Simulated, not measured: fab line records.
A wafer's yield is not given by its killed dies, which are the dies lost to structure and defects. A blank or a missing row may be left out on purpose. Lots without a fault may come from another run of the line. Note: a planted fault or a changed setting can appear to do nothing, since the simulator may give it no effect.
Matching of chambers || flow n5 finfet || 4 sister chambers for N5_SD_EPI_P_DESCUM_14 on rie diel-01
The step chemistry O2, time 7.9 s. 4 wafers are shown with their chamber, then 12 later ones without.

EACH WAFER AND ITS CHAMBER
{"wafer": "L083.1", "chamber": 0, "drypump motor current A (A)": 5.9}
{"wafer": "L087.6", "chamber": 3, "drypump motor current A (A)": 6.3}
{"wafer": "L089.1", "chamber": 1, "drypump motor current A (A)": 5.5}
{"wafer": "L089.6", "chamber": 2, "drypump motor current A (A)": 5.4}

WAFERS WITH NO CHAMBER GIVEN
{"wafer": "L091.1", "drypump motor current A (A)": 5.9}
{"wafer": "L091.3", "drypump motor current A (A)": 5.5}
{"wafer": "L091.4", "drypump motor current A (A)": 5.4}
{"wafer": "L090.1", "drypump motor current A (A)": 6.3}
{"wafer": "L090.2", "drypump motor current A (A)": 5.5}
{"wafer": "L090.4", "drypump motor current A (A)": 5.4}
{"wafer": "L094.2", "drypump motor current A (A)": 5.9}
{"wafer": "L094.5", "drypump motor current A (A)": 5.9}
{"wafer": "L094.6", "drypump motor current A (A)": 6.3}
{"wafer": "L096.1", "drypump motor current A (A)": 5.6}
{"wafer": "L096.2", "drypump motor current A (A)": 6.3}
{"wafer": "L096.6", "drypump motor current A (A)": 5.4}

CHAMBER TAKEN BY EACH
{"wafer": "L091.1", "from the rows above": 0, "in truth": 0}
{"wafer": "L091.3", "from the rows above": 1, "in truth": 1}
{"wafer": "L091.4", "from the rows above": 2, "in truth": 2}
{"wafer": "L090.1", "from the rows above": 3, "in truth": 3}
{"wafer": "L090.2", "from the rows above": 1, "in truth": 1}
{"wafer": "L090.4", "from the rows above": 2, "in truth": 2}
{"wafer": "L094.2", "from the rows above": 0, "in truth": 0}
{"wafer": "L094.5", "from the rows above": 0, "in truth": 0}
{"wafer": "L094.6", "from the rows above": 3, "in truth": 3}
{"wafer": "L096.1", "from the rows above": 1, "in truth": 1}
{"wafer": "L096.2", "from the rows above": 3, "in truth": 3}
{"wafer": "L096.6", "from the rows above": 2, "in truth": 2}
Correct placement for 12 of the 12. From these rows, 0 cannot be placed. 0 placed wrongly.
How it was worked out, from the rows above alone: a wafer's distance from a chamber is the root of the sum, over the readings, of the square of ((its reading less the chamber's mean) divided by the reading's scatter). If the next closest chamber is less than 2 further off than the closest, the wafer can't be placed; otherwise it belongs to the closest. The mean given for a chamber averages the wafers shown for that chamber. The scatter: with one shown wafer a chamber, the root of the mean of the squares of how far each hidden wafer lies from its nearest shown one.
